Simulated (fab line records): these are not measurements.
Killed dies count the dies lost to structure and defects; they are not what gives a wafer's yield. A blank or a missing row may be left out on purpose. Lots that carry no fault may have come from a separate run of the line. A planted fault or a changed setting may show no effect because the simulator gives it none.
Struck lot and sound lot, side by side || flow n5Finfet || 12 out of 1938 route steps
Sound: the wafers L280.1, L280.3, L280.5. Wafers L279.1, L279.2, L279.5 were the ones struck. At the end, the cause is stated.
For every step that has rows: the tool of each side, followed by ch and its chambers, followed by its first start. Under that, the readings that differ: sound wafers || struck wafers || difference of the means || sigmas: that difference in standard deviations of wafers without a fault.
alike: readings whose means differ by less than 2 such deviations, and words and numbers that are the same on both sides. not compared: withheld readings, readings that some wafer has no value for, bounds like >300 that may hide the same value, and numbers for which the record gives no deviation and whose values overlap.
A row with sigmas, a row that says differs or no value, or rows on one side alone: a step with any of these is where the two part. Non-overlapping numbers with no deviation appear without sigmas and do not part them. A reading missing from all wafers of one side parts the sides only when that side holds two or more wafers.

first, 9 steps without rows for these wafers: N5_BEOL_M3_PEB_09 (peb time 60 s); N5_BEOL_M3_DEVELOP_10 (develop time 30 s); N5_BEOL_M3_DESCUM_16 (chemistry O2, time 7 s); N5_BEOL_M3_ETCH_74 (etches underlayer in N2/H2, target depth 6.5 nm, time 5.2 s); N5_BEOL_M3_ETCH_63 (etches SiARC in CF4, target depth 15.6 nm, time 26 s); N5_BEOL_M3_ETCH_64 (etches SOC in N2/H2, target depth 75 nm, overetch 15 nm, time 112.5 s); N5_BEOL_M3_STRIP_65 (strips in N2/H2); N5_BEOL_M3_STRIP_75 (strips in N2/H2); N5_BEOL_M3_STRIP_66 (strips in CF4).
N5_BEOL_M3_HM_OPEN_17: chemistry Cl2/BCl3, target TiN, target depth 20 nm, overetch 6 nm.
  sound on rieMetal-01 ch 0, day 11 06:22; struck on rieMetal-02 ch 0,1, day 11 04:52
{"reading": "model.SOC_of_BEOL_M3_COAT_61.thkNm (nm)", "sound": "52 52 51.8", "struck": "49.6 49.6 49.6", "difference": -2.3, "sigmas": ""}
  alike: drypumpMotorCurrentA, mfcArSccm, oesProductAu, throttleValvePct
  not compared: rfHoursCounterH, model.BEOL_M3.cdOffsetNm
then, 1 step without rows for these wafers: N5_BEOL_M3_STRIP_19 (strips in O2).
N5_BEOL_M4_RC_MEAS_101:
  sound on prober-01 ch 0, day 12 05:27; struck on prober-01 ch 0, day 12 03:58
  alike: DIBL_N, DIBL_P, IOFF_N, IOFF_P, ION_N, ION_P, SS_N, SS_P, VT_N, VT_P

## WHERE THEY PART
Nowhere in this record.

WHY: what the simulator had put in
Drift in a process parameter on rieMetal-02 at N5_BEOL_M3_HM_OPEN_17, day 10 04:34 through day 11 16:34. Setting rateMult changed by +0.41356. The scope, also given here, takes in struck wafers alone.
